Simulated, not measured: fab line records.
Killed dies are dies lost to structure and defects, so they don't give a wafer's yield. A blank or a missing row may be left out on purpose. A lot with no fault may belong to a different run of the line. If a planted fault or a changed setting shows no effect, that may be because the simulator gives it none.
Struck lot and sound lot, side by side ; flow n5_finfet ; 15 steps out of a route of 1938
Sound: the wafers L401.1, L401.2, L401.5. Struck: wafer L418.6 (left out: L418.3, a lot-mate that was not struck); the cause follows at the end.
Order at every step that has rows: each side's tool, ch and its chambers, its first start. Under that, the readings that differ: sound wafers ; struck wafers ; difference of the means ; sigmas: that difference in standard deviations of wafers without a fault.
alike: readings with means less than 2 such deviations apart, plus words and numbers identical on both sides. not compared: withheld readings, readings lacking a value on some wafer, bounds such as >300 that could conceal the same value, and numbers that have no deviation in the record and whose values overlap.
A row with sigmas, a row that says differs or no value, or rows on one side alone: a step with any of these is where the two part. Non-overlapping numbers with no deviation appear without sigmas and do not part them. A reading missing from all wafers of one side parts the sides only when that side holds two or more wafers.

first, 1 step without rows for these wafers: N5_BEOL_M0_ALD_136 (deposits TaN, pulse time 2 s, purge time 3 s, co reactant purge time 2 s).
N5_BEOL_M0_SURFACE_TREAT_137:
  sound on pvd_sputter-01 at day 5 21:32; struck on pvd_sputter-01 at day 10 02:59
  not compared: throttle_valve_pct
then, 1 step without rows for these wafers: N5_BEOL_M0_CVD_115 (deposits Co from CCTBA/H2, time 120 s).
N5_BEOL_M0_SPUTTER_116: material Cu, target thk 4 nm, time 7.37 s.
  sound on pvd_sputter-01 at day 5 21:44; struck on pvd_sputter-01 at day 10 03:14
reading;sound;struck;difference;sigmas
throttle_valve_pct (%);28.6 28.0 28.1;30.1;+1.9;+2
then, 3 steps without rows for these wafers: N5_BEOL_M0_ANNEAL_117 (time 60 s); N5_BEOL_M0_SPUTTER_132 (material Cu, target thk 4 nm, time 7.37 s); N5_BEOL_M0_ANNEAL_133 (time 60 s).
N5_BEOL_M0_SPUTTER_134: material Cu, target thk 4 nm, time 7.37 s.
  sound on pvd_sputter-01 at day 5 21:59; struck on pvd_sputter-01 at day 10 03:29
  alike: throttle_valve_pct
then, 1 step without rows for these wafers: N5_BEOL_M0_ANNEAL_135 (time 60 s).
N5_BEOL_M0_SPUTTER_141: material Cu, target thk 4 nm, time 7.37 s.
  sound on pvd_sputter-01 at day 5 22:06; struck on pvd_sputter-01 at day 10 03:36
  alike: throttle_valve_pct
then, 1 step without rows for these wafers: N5_BEOL_M0_ECD_118 (material Cu, target thk 300 nm).
N5_BEOL_M0_ANNEAL_119: time 90 s.
  sound on rtp_anneal-01 ch 0, day 5 22:18; struck on rtp_anneal-01 ch 0, day 10 03:56
  alike: wafer_temp_C_max
N5_BEOL_M0_CMP_120: polishes, stops on SiOC, t overpolish 6.9 s.
  sound on cmp-03 ch 0,2, day 5 22:38; struck on cmp-03 ch 2, day 10 04:16
reading;sound;struck;difference;sigmas
barrier_field_endpoint_s (s);3.65 3.54 3.51;2.10;-1.47;-10
time_to_endpoint_s (s);60 58 60;33;-26;-7
model.SiOC_of_BEOL_M0_SAQP_ILD_DEP_01.thk_nm (nm);39.2 38.6 39;36.4;-2.5;
  alike: motor_current_A, overpolish_run_s
-- record jumps: 3 days separate the struck wafers' starts on either side; left off in module BEOL_M0, taken up again in module BEOL_M4, whose first shown step is the route's number 1111 --
N5_BEOL_M4_RC_MEAS_101:
  sound on prober-01 ch 0, day 8 12:03; struck on prober-02 ch 0, day 13 13:59
reading;sound;struck;difference;sigmas
DIBL_N (mV/V);36.4 34.6 36.0;41.0;+5.3;+2
DIBL_P (mV/V);36.1 33.4 35.2;42.0;+7.1;+2
SS_P (mV/dec);73.5 72.1 72.7;74.7;+1.9;+2
  alike: IOFF_N, IOFF_P, ION_N, ION_P, SS_N, VT_N, VT_P
following that, these wafers have no rows for 1 step: N5_PASSIVATION_PROBE_49.

WHERE THEY PART
First at N5_BEOL_M0_SPUTTER_116; last, within this record, at N5_BEOL_M4_RC_MEAS_101.

WHY: what had been put in by the simulator
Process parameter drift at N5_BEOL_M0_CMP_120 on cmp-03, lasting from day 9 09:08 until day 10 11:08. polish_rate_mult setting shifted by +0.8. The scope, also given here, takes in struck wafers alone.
